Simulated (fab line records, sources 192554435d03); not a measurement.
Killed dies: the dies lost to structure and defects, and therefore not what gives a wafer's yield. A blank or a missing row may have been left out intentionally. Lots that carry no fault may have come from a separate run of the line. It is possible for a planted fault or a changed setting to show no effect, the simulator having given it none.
Problem report, 8D (eight disciplines) form, completed by code -- flow n5_finfet -- the parts of the form that need people (team, actions taken, sign-off) are left out

1. WHAT IS WRONG
bias_w at N5_BEOL_M2_ETCH_69 reads a mean of 37.66 W on 9 wafers of 3 lots; wafers without a fault read 36.01 W with a standard deviation of 0.11. That puts it +15 standard deviations away from the usual mean.
The step: etches SiARC in CF4, target depth 15.6 nm, time 26 s.
Earliest sighting: wafer L945.2 on rie_diel-03 at day 8 06:07. The record has a number at this step for 27 wafers belonging to 9 lots. Rule for "out" (also "out of limits"): further than 4 standard deviations from the usual mean. Any other wafer with a number is counted as sound.

2. WHAT IT IS, WHAT IT ISN'T
question,is,is not
which readings at this step,"bias_w, rf_vpp_V","drypump_motor_current_A, etch_rf_on_time_s, oes_product_au, showerhead_plenum_p_Torr, throttle_valve_pct"
which lots,"L945, L947, L948","L941, L951, L952, L954, L960, L961"
which wafers of those lots,all that have a number,-
read on which tools,rie_diel-03,"rie_diel-01, rie_diel-05"
when,from day 8 06:07,"up to then (3 sound wafers); but 15 sound wafers of L951, L952, L954, L960, L961 came after"

3. THE SUSPECTS, EACH WITH WHAT RULES IT OUT
Counting: a tool stays on the suspect list if, at a process step up to the reading, it processed all lots that are out and no sound lot following the first of them.
- rie_diel-03 at N5_BEOL_M2_ETCH_69 (etches SiARC in CF4, target depth 15.6 nm, time 26 s): ruled out as a lasting fault. The sound lots L960 went through it after L945, its earliest lot that is out (day 8 06:07).
Left after counting: nothing in the record.

4. THE CAUSE (what the simulator had put in)
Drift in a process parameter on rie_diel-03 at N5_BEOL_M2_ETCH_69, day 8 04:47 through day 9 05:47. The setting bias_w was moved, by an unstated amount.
Counting ruled it out, wrongly.

5. THE CHAIN OF EFFECTS, in route order
Each row: a reading where the mean over the struck wafers with a number is more than 3 standard deviations away from the usual. Scope: only readings with a usual standard deviation given in the record; hours: median across lots of the time from each lot's start at the first step in this table that gives one to its start at this step; sigmas: change in usual standard deviations.
hours,step,reading,usual,on struck wafers,change,sigmas
0,N5_BEOL_M2_ETCH_69,bias_w,36.01 W,37.66,+1.65,+15
0,N5_BEOL_M2_ETCH_69,rf_vpp_V,184.3 V,190.4,+6.1,+5.6
It contains these process steps:
- N5_BEOL_M2_ETCH_69: etches SiARC in CF4, target depth 15.6 nm, time 26 s.
Later steps that measure or inspect, where all struck wafers having a row at the step show a number for every such reading and not one has moved that far: N5_BEOL_M4_RC_MEAS_101.

6. WHAT WOULD HAVE CAUGHT IT SOONER
In this record the first reading out of limits was taken at day 8 06:07, 1 hour after the fault began at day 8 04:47.
